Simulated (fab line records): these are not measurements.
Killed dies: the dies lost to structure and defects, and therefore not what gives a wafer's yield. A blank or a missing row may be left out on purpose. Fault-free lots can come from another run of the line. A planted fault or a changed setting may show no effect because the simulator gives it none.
Which tool was responsible? || flow n5_finfet || Sampling: 24 lots, 72 wafers, 4 of 1938 route steps

## WHAT THE GAUGES SHOWED, per wafer
N5_BEOL_M0_SAQP_CD_MEAS_40: target cd 30 nm.
{"lot": "L074", "measured": "day 5 18:47", "on": "cd_sem-01", "cd_nm (nm)": "29.3 29.7 29.5"}
{"lot": "L075", "measured": "day 6 00:43", "on": "cd_sem-03", "cd_nm (nm)": "29.8 29.9 30.2"}
{"lot": "L076", "measured": "day 6 06:47", "on": "cd_sem-02", "cd_nm (nm)": "29.9 30.0 30.4"}
{"lot": "L077", "measured": "day 6 21:43", "on": "cd_sem-03", "cd_nm (nm)": "29.4 29.5 29.9"}
{"lot": "L078", "measured": "day 6 22:34", "on": "cd_sem-03", "cd_nm (nm)": "29.8 29.8 30.4"}
{"lot": "L079", "measured": "day 6 22:54", "on": "cd_sem-03", "cd_nm (nm)": "30.1 29.7 30.2"}
{"lot": "L080", "measured": "day 7 03:09", "on": "cd_sem-02", "cd_nm (nm)": "29.6 30.2 30.0"}
{"lot": "L081", "measured": "day 7 09:13", "on": "cd_sem-03", "cd_nm (nm)": "30.4 30.5 30.5"}
{"lot": "L082", "measured": "day 7 14:44", "on": "cd_sem-03", "cd_nm (nm)": "30.4 30.1 30.7"}
{"lot": "L083", "measured": "day 7 23:01", "on": "cd_sem-02", "cd_nm (nm)": "29.7 30.1 30.3"}
{"lot": "L084", "measured": "day 8 02:52", "on": "cd_sem-03", "cd_nm (nm)": "30.2 30.3 30.1"}
{"lot": "L086", "measured": "day 8 15:41", "on": "cd_sem-01", "cd_nm (nm)": "29.9 30.0 29.8"}
{"lot": "L085", "measured": "day 8 19:40", "on": "cd_sem-03", "cd_nm (nm)": "30.0 30.5 29.9"}
{"lot": "L087", "measured": "day 9 01:23", "on": "cd_sem-03", "cd_nm (nm)": "30.3 30.0 30.0"}
{"lot": "L088", "measured": "day 9 03:22", "on": "cd_sem-02", "cd_nm (nm)": "29.9 29.7 29.7"}
{"lot": "L089", "measured": "day 9 14:28", "on": "cd_sem-01", "cd_nm (nm)": "30.1 29.9 30.5"}
{"lot": "L090", "measured": "day 9 16:40", "on": "cd_sem-02", "cd_nm (nm)": "29.8 30.2 29.5"}
{"lot": "L091", "measured": "day 9 22:36", "on": "cd_sem-02", "cd_nm (nm)": "30.2 30.2 29.9"}
{"lot": "L092", "measured": "day 10 01:49", "on": "cd_sem-02", "cd_nm (nm)": "29.9 30.1 29.7"}
{"lot": "L093", "measured": "day 10 12:33", "on": "cd_sem-01", "cd_nm (nm)": "29.9 30.1 30.0"}
{"lot": "L094", "measured": "day 10 15:25", "on": "cd_sem-01", "cd_nm (nm)": "29.7 30.2 29.8"}
{"lot": "L095", "measured": "day 10 21:39", "on": "cd_sem-03", "cd_nm (nm)": "30.4 30.5 30.3"}
{"lot": "L096", "measured": "day 11 00:18", "on": "cd_sem-03", "cd_nm (nm)": "30.1 30.1 30.4"}
{"lot": "L097", "measured": "day 11 10:51", "on": "cd_sem-03", "cd_nm (nm)": "29.6 29.6 30.1"}

N5_BEOL_M0_OCD_MEAS_108.
{"lot": "L074", "measured": "day 5 23:28", "on": "ocd-02", "trench_depth_nm (nm)": "32.3 31.9 32.6"}
{"lot": "L075", "measured": "day 6 05:22", "on": "ocd-02", "trench_depth_nm (nm)": "32.9 31.8 32.2"}
{"lot": "L076", "measured": "day 6 10:14", "on": "ocd-02", "trench_depth_nm (nm)": "31.9 31.8 32.6"}
{"lot": "L077", "measured": "day 7 04:38", "on": "ocd-02", "trench_depth_nm (nm)": "32.6 32.6 32.2"}
{"lot": "L078", "measured": "day 7 04:48", "on": "ocd-01", "trench_depth_nm (nm)": "32.9 32.6 33.2"}
{"lot": "L079", "measured": "day 7 07:04", "on": "ocd-01", "trench_depth_nm (nm)": "33.4 33.3 32.9"}
{"lot": "L080", "measured": "day 7 07:01", "on": "ocd-02", "trench_depth_nm (nm)": "32.8 33.5 32.9"}
{"lot": "L081", "measured": "day 7 12:13", "on": "ocd-02", "trench_depth_nm (nm)": "34.2 33.3 34.6"}
{"lot": "L082", "measured": "day 7 17:39", "on": "ocd-02", "trench_depth_nm (nm)": "33.4 32.0 32.1"}
{"lot": "L083", "measured": "day 8 03:26", "on": "ocd-02", "trench_depth_nm (nm)": "33.2 33.3 32.6"}
{"lot": "L084", "measured": "day 8 06:45", "on": "ocd-01", "trench_depth_nm (nm)": "32.6 31.4 32.4"}
{"lot": "L086", "measured": "day 8 19:46", "on": "ocd-01", "trench_depth_nm (nm)": "33.5 31.4 32.1"}
{"lot": "L085", "measured": "day 9 03:14", "on": "ocd-02", "trench_depth_nm (nm)": "32.0 32.6 31.8"}
{"lot": "L087", "measured": "day 9 06:41", "on": "ocd-01", "trench_depth_nm (nm)": "33.1 32.2 32.5"}
{"lot": "L088", "measured": "day 9 05:34", "on": "ocd-01", "trench_depth_nm (nm)": "33.2 32.9 32.7"}
{"lot": "L089", "measured": "day 9 18:13", "on": "ocd-01", "trench_depth_nm (nm)": "32.6 33.0 32.8"}
{"lot": "L090", "measured": "day 9 21:19", "on": "ocd-02", "trench_depth_nm (nm)": "32.3 32.1 32.5"}
{"lot": "L091", "measured": "day 10 04:41", "on": "ocd-01", "trench_depth_nm (nm)": "32.6 32.3 33.4"}
{"lot": "L092", "measured": "day 10 04:38", "on": "ocd-02", "trench_depth_nm (nm)": "32.0 33.0 32.6"}
{"lot": "L093", "measured": "day 10 17:43", "on": "ocd-02", "trench_depth_nm (nm)": "32.1 31.8 33.4"}
{"lot": "L094", "measured": "day 10 18:05", "on": "ocd-01", "trench_depth_nm (nm)": "32.8 32.5 32.1"}
{"lot": "L095", "measured": "day 11 00:55", "on": "ocd-02", "trench_depth_nm (nm)": "32.5 32.2 32.2"}
{"lot": "L096", "measured": "day 11 03:20", "on": "ocd-02", "trench_depth_nm (nm)": "31.9 32.7 32.6"}
{"lot": "L097", "measured": "day 11 18:13", "on": "ocd-02", "trench_depth_nm (nm)": "33.7 32.6 33.8"}

## EACH LOT AND THE TOOL THAT RAN IT (in order: tool; ch and the chambers of the sampled wafers; start)
{"lot": "L074", "N5_BEOL_M0_ETCH_138": "rie_diel-02 ch 0,1,2, day 5 20:59", "N5_BEOL_M0_ETCH_128": "rie_diel-02 ch 0,2,3, day 5 23:20"}
{"lot": "L075", "N5_BEOL_M0_ETCH_138": "rie_diel-02 ch 0,2, day 6 02:26", "N5_BEOL_M0_ETCH_128": "rie_diel-02 ch 0,3, day 6 05:13"}
{"lot": "L076", "N5_BEOL_M0_ETCH_138": "rie_diel-04 ch 1,3, day 6 08:54", "N5_BEOL_M0_ETCH_128": "rie_diel-02 ch 0,2,3, day 6 10:05"}
{"lot": "L077", "N5_BEOL_M0_ETCH_138": "rie_diel-04 ch 1,2, day 6 23:54", "N5_BEOL_M0_ETCH_128": "rie_diel-03 ch 0,1,3, day 7 04:30"}
{"lot": "L078", "N5_BEOL_M0_ETCH_138": "rie_diel-03 ch 0,1, day 7 00:47", "N5_BEOL_M0_ETCH_128": "rie_diel-03 ch 0,1,3, day 7 04:39"}
{"lot": "L079", "N5_BEOL_M0_ETCH_138": "rie_diel-04 ch 0,1,2, day 7 01:13", "N5_BEOL_M0_ETCH_128": "rie_diel-04 ch 1,2,3, day 7 06:55"}
{"lot": "L080", "N5_BEOL_M0_ETCH_138": "rie_diel-02 ch 1,2,3, day 7 05:10", "N5_BEOL_M0_ETCH_128": "rie_diel-03 ch 0,3, day 7 06:49"}
{"lot": "L081", "N5_BEOL_M0_ETCH_138": "rie_diel-02 ch 0,1, day 7 11:02", "N5_BEOL_M0_ETCH_128": "rie_diel-04 ch 1,3, day 7 12:05"}
{"lot": "L082", "N5_BEOL_M0_ETCH_138": "rie_diel-03 ch 0,1,3, day 7 16:44", "N5_BEOL_M0_ETCH_128": "rie_diel-03 ch 0,2,3, day 7 17:30"}
{"lot": "L083", "N5_BEOL_M0_ETCH_138": "rie_diel-03 ch 1,2,3, day 8 00:44", "N5_BEOL_M0_ETCH_128": "rie_diel-04 ch 0,2,3, day 8 03:18"}
{"lot": "L084", "N5_BEOL_M0_ETCH_138": "rie_diel-02 ch 0,3, day 8 05:22", "N5_BEOL_M0_ETCH_128": "rie_diel-02 ch 1,2,3, day 8 06:36"}
{"lot": "L086", "N5_BEOL_M0_ETCH_138": "rie_diel-04 ch 1,2,3, day 8 18:14", "N5_BEOL_M0_ETCH_128": "rie_diel-04 ch 1,2,3, day 8 19:36"}
{"lot": "L085", "N5_BEOL_M0_ETCH_138": "rie_diel-03 ch 2,3, day 8 22:43", "N5_BEOL_M0_ETCH_128": "rie_diel-02 ch 0,1,2, day 9 03:05"}
{"lot": "L087", "N5_BEOL_M0_ETCH_138": "rie_diel-02 ch 0,1,2, day 9 03:38", "N5_BEOL_M0_ETCH_128": "rie_diel-02 ch 0,3, day 9 06:32"}
{"lot": "L088", "N5_BEOL_M0_ETCH_138": "rie_diel-04 ch 0,2, day 9 05:00", "N5_BEOL_M0_ETCH_128": "rie_diel-03 ch 1,2,3, day 9 05:26"}
{"lot": "L089", "N5_BEOL_M0_ETCH_138": "rie_diel-03 ch 1,2,3, day 9 16:50", "N5_BEOL_M0_ETCH_128": "rie_diel-03 ch 0,2,3, day 9 18:04"}
{"lot": "L090", "N5_BEOL_M0_ETCH_138": "rie_diel-02 ch 0,1,2, day 9 18:34", "N5_BEOL_M0_ETCH_128": "rie_diel-02 ch 0,1,2, day 9 21:09"}
{"lot": "L091", "N5_BEOL_M0_ETCH_138": "rie_diel-02 ch 0,2, day 10 00:35", "N5_BEOL_M0_ETCH_128": "rie_diel-02 ch 0,2,3, day 10 04:32"}
{"lot": "L092", "N5_BEOL_M0_ETCH_138": "rie_diel-02 ch 0,3, day 10 03:33", "N5_BEOL_M0_ETCH_128": "rie_diel-03 ch 0,3, day 10 04:30"}
{"lot": "L093", "N5_BEOL_M0_ETCH_138": "rie_diel-03 ch 0,1,3, day 10 14:57", "N5_BEOL_M0_ETCH_128": "rie_diel-02 ch 0,1,3, day 10 17:34"}
{"lot": "L094", "N5_BEOL_M0_ETCH_138": "rie_diel-04 ch 1,2,3, day 10 17:19", "N5_BEOL_M0_ETCH_128": "rie_diel-02 ch 0,1, day 10 17:56"}
{"lot": "L095", "N5_BEOL_M0_ETCH_138": "rie_diel-02 ch 2,3, day 10 23:47", "N5_BEOL_M0_ETCH_128": "rie_diel-03 ch 1,3, day 11 00:46"}
{"lot": "L096", "N5_BEOL_M0_ETCH_138": "rie_diel-03 ch 0,1,3, day 11 02:43", "N5_BEOL_M0_ETCH_128": "rie_diel-03 ch 0,1, day 11 03:11"}
{"lot": "L097", "N5_BEOL_M0_ETCH_138": "rie_diel-04 ch 0,1, day 11 13:50", "N5_BEOL_M0_ETCH_128": "rie_diel-04 ch 0,2, day 11 18:04"}
- N5_BEOL_M0_ETCH_138: etches SiCN in CH3F/O2, target depth 12 nm, time 31.6 s.
- N5_BEOL_M0_ETCH_128: etches SiCN in CF4/N2, target depth 12 nm, overetch 5.1 nm, time 21.4 s.

## WHAT THE TOOLS THEMSELVES READ (means of the sampled wafers that have a number; where no wafer has one, the mark that the record gives instead)
N5_BEOL_M0_ETCH_138.
{"lot": "L074", "tool": "rie_diel-02", "drypump_motor_current_A (A)": 5.6, "etch_rf_on_time_s (s)": 29.4, "oes_product_au (a.u.)": 0.65, "rf_vpp_V (V)": 297.5, "showerhead_plenum_p_Torr (Torr)": 2.00, "throttle_valve_pct (%)": 16.38}
{"lot": "L075", "tool": "rie_diel-02", "drypump_motor_current_A (A)": 5.7, "etch_rf_on_time_s (s)": 30.0, "oes_product_au (a.u.)": 0.62, "rf_vpp_V (V)": 297.8, "showerhead_plenum_p_Torr (Torr)": 2.05, "throttle_valve_pct (%)": 16.46}
{"lot": "L076", "tool": "rie_diel-04", "drypump_motor_current_A (A)": 5.5, "etch_rf_on_time_s (s)": 30.3, "oes_product_au (a.u.)": 0.63, "rf_vpp_V (V)": 296.2, "showerhead_plenum_p_Torr (Torr)": 1.96, "throttle_valve_pct (%)": 16.42}
{"lot": "L077", "tool": "rie_diel-04", "drypump_motor_current_A (A)": 6.1, "etch_rf_on_time_s (s)": 29.0, "oes_product_au (a.u.)": 0.71, "rf_vpp_V (V)": 296.9, "showerhead_plenum_p_Torr (Torr)": 1.97, "throttle_valve_pct (%)": 16.40}
{"lot": "L078", "tool": "rie_diel-03", "drypump_motor_current_A (A)": 6.2, "etch_rf_on_time_s (s)": 30.2, "oes_product_au (a.u.)": 0.71, "rf_vpp_V (V)": 298.3, "showerhead_plenum_p_Torr (Torr)": 2.08, "throttle_valve_pct (%)": 16.30}
{"lot": "L079", "tool": "rie_diel-04", "drypump_motor_current_A (A)": 6.1, "etch_rf_on_time_s (s)": 29.6, "oes_product_au (a.u.)": 0.73, "rf_vpp_V (V)": 297.3, "showerhead_plenum_p_Torr (Torr)": 1.97, "throttle_valve_pct (%)": 16.28}
{"lot": "L080", "tool": "rie_diel-02", "drypump_motor_current_A (A)": 5.8, "etch_rf_on_time_s (s)": 29.1, "oes_product_au (a.u.)": 0.64, "rf_vpp_V (V)": 297.3, "showerhead_plenum_p_Torr (Torr)": 2.00, "throttle_valve_pct (%)": 16.23}
{"lot": "L081", "tool": "rie_diel-02", "drypump_motor_current_A (A)": 5.6, "etch_rf_on_time_s (s)": 30.2, "oes_product_au (a.u.)": 0.64, "rf_vpp_V (V)": 296.6, "showerhead_plenum_p_Torr (Torr)": 1.96, "throttle_valve_pct (%)": 16.43}
{"lot": "L082", "tool": "rie_diel-03", "drypump_motor_current_A (A)": 6.1, "etch_rf_on_time_s (s)": 30.3, "oes_product_au (a.u.)": 0.71, "rf_vpp_V (V)": 298.6, "showerhead_plenum_p_Torr (Torr)": 2.09, "throttle_valve_pct (%)": 16.17}
{"lot": "L083", "tool": "rie_diel-03", "drypump_motor_current_A (A)": 6.1, "etch_rf_on_time_s (s)": 30.6, "oes_product_au (a.u.)": 0.71, "rf_vpp_V (V)": 298.1, "showerhead_plenum_p_Torr (Torr)": 2.08, "throttle_valve_pct (%)": 16.12}
{"lot": "L084", "tool": "rie_diel-02", "drypump_motor_current_A (A)": 6.1, "etch_rf_on_time_s (s)": 29.7, "oes_product_au (a.u.)": 0.62, "rf_vpp_V (V)": 296.8, "showerhead_plenum_p_Torr (Torr)": 1.99, "throttle_valve_pct (%)": 16.25}
{"lot": "L086", "tool": "rie_diel-04", "drypump_motor_current_A (A)": 5.9, "etch_rf_on_time_s (s)": 28.7, "oes_product_au (a.u.)": 0.71, "rf_vpp_V (V)": 295.3, "showerhead_plenum_p_Torr (Torr)": 1.96, "throttle_valve_pct (%)": 16.33}
{"lot": "L085", "tool": "rie_diel-03", "drypump_motor_current_A (A)": 6.1, "etch_rf_on_time_s (s)": 29.4, "oes_product_au (a.u.)": 0.69, "rf_vpp_V (V)": 299.0, "showerhead_plenum_p_Torr (Torr)": 2.10, "throttle_valve_pct (%)": 16.07}
{"lot": "L087", "tool": "rie_diel-02", "drypump_motor_current_A (A)": 5.6, "etch_rf_on_time_s (s)": 29.3, "oes_product_au (a.u.)": 0.63, "rf_vpp_V (V)": 296.1, "showerhead_plenum_p_Torr (Torr)": 1.99, "throttle_valve_pct (%)": 16.42}
{"lot": "L088", "tool": "rie_diel-04", "drypump_motor_current_A (A)": 6.3, "etch_rf_on_time_s (s)": 29.5, "oes_product_au (a.u.)": 0.66, "rf_vpp_V (V)": 296.9, "showerhead_plenum_p_Torr (Torr)": 1.98, "throttle_valve_pct (%)": 16.41}
{"lot": "L089", "tool": "rie_diel-03", "drypump_motor_current_A (A)": 6.1, "etch_rf_on_time_s (s)": 29.3, "oes_product_au (a.u.)": 0.69, "rf_vpp_V (V)": 298.4, "showerhead_plenum_p_Torr (Torr)": 2.08, "throttle_valve_pct (%)": 16.13}
{"lot": "L090", "tool": "rie_diel-02", "drypump_motor_current_A (A)": 5.6, "etch_rf_on_time_s (s)": 30.5, "oes_product_au (a.u.)": 0.62, "rf_vpp_V (V)": 297.6, "showerhead_plenum_p_Torr (Torr)": 1.98, "throttle_valve_pct (%)": 16.44}
{"lot": "L091", "tool": "rie_diel-02", "drypump_motor_current_A (A)": 5.8, "etch_rf_on_time_s (s)": 29.9, "oes_product_au (a.u.)": 0.60, "rf_vpp_V (V)": 297.7, "showerhead_plenum_p_Torr (Torr)": 2.00, "throttle_valve_pct (%)": 16.56}
{"lot": "L092", "tool": "rie_diel-02", "drypump_motor_current_A (A)": 6.0, "etch_rf_on_time_s (s)": 30.1, "oes_product_au (a.u.)": 0.60, "rf_vpp_V (V)": 296.7, "showerhead_plenum_p_Torr (Torr)": 1.97, "throttle_valve_pct (%)": 16.43}
{"lot": "L093", "tool": "rie_diel-03", "drypump_motor_current_A (A)": 6.2, "etch_rf_on_time_s (s)": 29.7, "oes_product_au (a.u.)": 0.68, "rf_vpp_V (V)": 298.5, "showerhead_plenum_p_Torr (Torr)": 2.08, "throttle_valve_pct (%)": 16.22}
{"lot": "L094", "tool": "rie_diel-04", "drypump_motor_current_A (A)": 5.9, "etch_rf_on_time_s (s)": 28.8, "oes_product_au (a.u.)": 0.69, "rf_vpp_V (V)": 297.2, "showerhead_plenum_p_Torr (Torr)": 1.96, "throttle_valve_pct (%)": 16.35}
{"lot": "L095", "tool": "rie_diel-02", "drypump_motor_current_A (A)": 5.9, "etch_rf_on_time_s (s)": 29.3, "oes_product_au (a.u.)": 0.60, "rf_vpp_V (V)": 297.5, "showerhead_plenum_p_Torr (Torr)": 2.04, "throttle_valve_pct (%)": 16.39}
{"lot": "L096", "tool": "rie_diel-03", "drypump_motor_current_A (A)": 6.2, "etch_rf_on_time_s (s)": 30.4, "oes_product_au (a.u.)": 0.68, "rf_vpp_V (V)": 299.0, "showerhead_plenum_p_Torr (Torr)": 2.08, "throttle_valve_pct (%)": 16.23}
{"lot": "L097", "tool": "rie_diel-04", "drypump_motor_current_A (A)": 5.9, "etch_rf_on_time_s (s)": 29.0, "oes_product_au (a.u.)": 0.73, "rf_vpp_V (V)": 295.9, "showerhead_plenum_p_Torr (Torr)": 1.94, "throttle_valve_pct (%)": 16.14}

N5_BEOL_M0_ETCH_128.
{"lot": "L074", "tool": "rie_diel-02", "cf4_flow_sccm (sccm)": 59.98, "drypump_motor_current_A (A)": 5.9, "oes_product_au (a.u.)": 0.50, "rf_vpp_V (V)": 382.7, "showerhead_plenum_p_Torr (Torr)": 2.23, "throttle_valve_pct (%)": 15.45}
{"lot": "L075", "tool": "rie_diel-02", "cf4_flow_sccm (sccm)": 59.96, "drypump_motor_current_A (A)": 5.9, "oes_product_au (a.u.)": 0.51, "rf_vpp_V (V)": 382.4, "showerhead_plenum_p_Torr (Torr)": 2.19, "throttle_valve_pct (%)": 15.50}
{"lot": "L076", "tool": "rie_diel-02", "cf4_flow_sccm (sccm)": 60.01, "drypump_motor_current_A (A)": 5.9, "oes_product_au (a.u.)": 0.51, "rf_vpp_V (V)": 383.0, "showerhead_plenum_p_Torr (Torr)": 2.23, "throttle_valve_pct (%)": 15.46}
{"lot": "L077", "tool": "rie_diel-03", "cf4_flow_sccm (sccm)": 60.01, "drypump_motor_current_A (A)": 6.2, "oes_product_au (a.u.)": 0.58, "rf_vpp_V (V)": 384.5, "showerhead_plenum_p_Torr (Torr)": 2.30, "throttle_valve_pct (%)": 15.23}
{"lot": "L078", "tool": "rie_diel-03", "cf4_flow_sccm (sccm)": 60.04, "drypump_motor_current_A (A)": 6.2, "oes_product_au (a.u.)": 0.59, "rf_vpp_V (V)": 384.6, "showerhead_plenum_p_Torr (Torr)": 2.30, "throttle_valve_pct (%)": 15.23}
{"lot": "L079", "tool": "rie_diel-04", "cf4_flow_sccm (sccm)": 60.05, "drypump_motor_current_A (A)": 5.9, "oes_product_au (a.u.)": 0.59, "rf_vpp_V (V)": 380.9, "showerhead_plenum_p_Torr (Torr)": 2.17, "throttle_valve_pct (%)": 15.40}
{"lot": "L080", "tool": "rie_diel-03", "cf4_flow_sccm (sccm)": 59.98, "drypump_motor_current_A (A)": 6.2, "oes_product_au (a.u.)": 0.56, "rf_vpp_V (V)": 385.8, "showerhead_plenum_p_Torr (Torr)": 2.32, "throttle_valve_pct (%)": 15.19}
{"lot": "L081", "tool": "rie_diel-04", "cf4_flow_sccm (sccm)": 60.08, "drypump_motor_current_A (A)": 5.5, "oes_product_au (a.u.)": 0.65, "rf_vpp_V (V)": 381.2, "showerhead_plenum_p_Torr (Torr)": 2.16, "throttle_valve_pct (%)": 15.23}
{"lot": "L082", "tool": "rie_diel-03", "cf4_flow_sccm (sccm)": 60.12, "drypump_motor_current_A (A)": 6.1, "oes_product_au (a.u.)": 0.54, "rf_vpp_V (V)": 384.2, "showerhead_plenum_p_Torr (Torr)": 2.30, "throttle_valve_pct (%)": 15.28}
{"lot": "L083", "tool": "rie_diel-04", "cf4_flow_sccm (sccm)": 60.00, "drypump_motor_current_A (A)": 5.9, "oes_product_au (a.u.)": 0.59, "rf_vpp_V (V)": 382.4, "showerhead_plenum_p_Torr (Torr)": 2.17, "throttle_valve_pct (%)": 15.31}
{"lot": "L084", "tool": "rie_diel-02", "cf4_flow_sccm (sccm)": 60.06, "drypump_motor_current_A (A)": 5.8, "oes_product_au (a.u.)": 0.52, "rf_vpp_V (V)": 382.0, "showerhead_plenum_p_Torr (Torr)": 2.20, "throttle_valve_pct (%)": 15.36}
{"lot": "L086", "tool": "rie_diel-04", "cf4_flow_sccm (sccm)": 60.19, "drypump_motor_current_A (A)": 5.9, "oes_product_au (a.u.)": 0.57, "rf_vpp_V (V)": 381.8, "showerhead_plenum_p_Torr (Torr)": 2.17, "throttle_valve_pct (%)": 15.44}
{"lot": "L085", "tool": "rie_diel-02", "cf4_flow_sccm (sccm)": 59.87, "drypump_motor_current_A (A)": 5.6, "oes_product_au (a.u.)": 0.51, "rf_vpp_V (V)": 382.3, "showerhead_plenum_p_Torr (Torr)": 2.19, "throttle_valve_pct (%)": 15.55}
{"lot": "L087", "tool": "rie_diel-02", "cf4_flow_sccm (sccm)": 60.07, "drypump_motor_current_A (A)": 6.1, "oes_product_au (a.u.)": 0.49, "rf_vpp_V (V)": 381.1, "showerhead_plenum_p_Torr (Torr)": 2.19, "throttle_valve_pct (%)": 15.40}
{"lot": "L088", "tool": "rie_diel-03", "cf4_flow_sccm (sccm)": 60.00, "drypump_motor_current_A (A)": 6.1, "oes_product_au (a.u.)": 0.57, "rf_vpp_V (V)": 384.0, "showerhead_plenum_p_Torr (Torr)": 2.29, "throttle_valve_pct (%)": 15.21}
{"lot": "L089", "tool": "rie_diel-03", "cf4_flow_sccm (sccm)": 60.04, "drypump_motor_current_A (A)": 6.1, "oes_product_au (a.u.)": 0.52, "rf_vpp_V (V)": 384.3, "showerhead_plenum_p_Torr (Torr)": 2.30, "throttle_valve_pct (%)": 15.31}
{"lot": "L090", "tool": "rie_diel-02", "cf4_flow_sccm (sccm)": 60.07, "drypump_motor_current_A (A)": 5.6, "oes_product_au (a.u.)": 0.51, "rf_vpp_V (V)": 381.9, "showerhead_plenum_p_Torr (Torr)": 2.19, "throttle_valve_pct (%)": 15.55}
{"lot": "L091", "tool": "rie_diel-02", "cf4_flow_sccm (sccm)": 60.01, "drypump_motor_current_A (A)": 5.9, "oes_product_au (a.u.)": 0.49, "rf_vpp_V (V)": 382.6, "showerhead_plenum_p_Torr (Torr)": 2.22, "throttle_valve_pct (%)": 15.52}
{"lot": "L092", "tool": "rie_diel-03", "cf4_flow_sccm (sccm)": 59.86, "drypump_motor_current_A (A)": 6.2, "oes_product_au (a.u.)": 0.53, "rf_vpp_V (V)": 384.4, "showerhead_plenum_p_Torr (Torr)": 2.30, "throttle_valve_pct (%)": 15.39}
{"lot": "L093", "tool": "rie_diel-02", "cf4_flow_sccm (sccm)": 60.09, "drypump_motor_current_A (A)": 5.8, "oes_product_au (a.u.)": 0.51, "rf_vpp_V (V)": 381.5, "showerhead_plenum_p_Torr (Torr)": 2.16, "throttle_valve_pct (%)": 15.46}
{"lot": "L094", "tool": "rie_diel-02", "cf4_flow_sccm (sccm)": 60.05, "drypump_motor_current_A (A)": 5.6, "oes_product_au (a.u.)": 0.51, "rf_vpp_V (V)": 381.0, "showerhead_plenum_p_Torr (Torr)": 2.16, "throttle_valve_pct (%)": 15.63}
{"lot": "L095", "tool": "rie_diel-03", "cf4_flow_sccm (sccm)": 60.04, "drypump_motor_current_A (A)": 6.1, "oes_product_au (a.u.)": 0.57, "rf_vpp_V (V)": 383.8, "showerhead_plenum_p_Torr (Torr)": 2.30, "throttle_valve_pct (%)": 15.16}
{"lot": "L096", "tool": "rie_diel-03", "cf4_flow_sccm (sccm)": 60.00, "drypump_motor_current_A (A)": 6.2, "oes_product_au (a.u.)": 0.57, "rf_vpp_V (V)": 383.6, "showerhead_plenum_p_Torr (Torr)": 2.26, "throttle_valve_pct (%)": 15.35}
{"lot": "L097", "tool": "rie_diel-04", "cf4_flow_sccm (sccm)": 59.79, "drypump_motor_current_A (A)": 6.1, "oes_product_au (a.u.)": 0.56, "rf_vpp_V (V)": 381.2, "showerhead_plenum_p_Torr (Torr)": 2.16, "throttle_valve_pct (%)": 15.35}

## THE ANSWER, worked out from the rows above alone
Rule: usual is defined by the lots themselves. Put in order of their means at a reading, lots are off if they are a third of the lots or fewer, leave a main group of 4 or more, and stand apart from it by a gap of 3 or more times the standard deviation of the main group's means; of several such gaps the widest counts. Not used: any main group whose means are identical at the precision the tables above print for the reading. A lot without any number at a reading at which 4 lots or more have one is off too. Any other lot the step has rows for is counted as sound. First the gauges in route order, then the tools' own readings, where a lot's mean is used as printed above. At the first step where some lot is off, the reading lying furthest off is the one used; lots without a number count as furthest.
No lot is off at any reading shown: from this, nothing can be told.

## WHAT THE SIMULATOR HAD INSERTED
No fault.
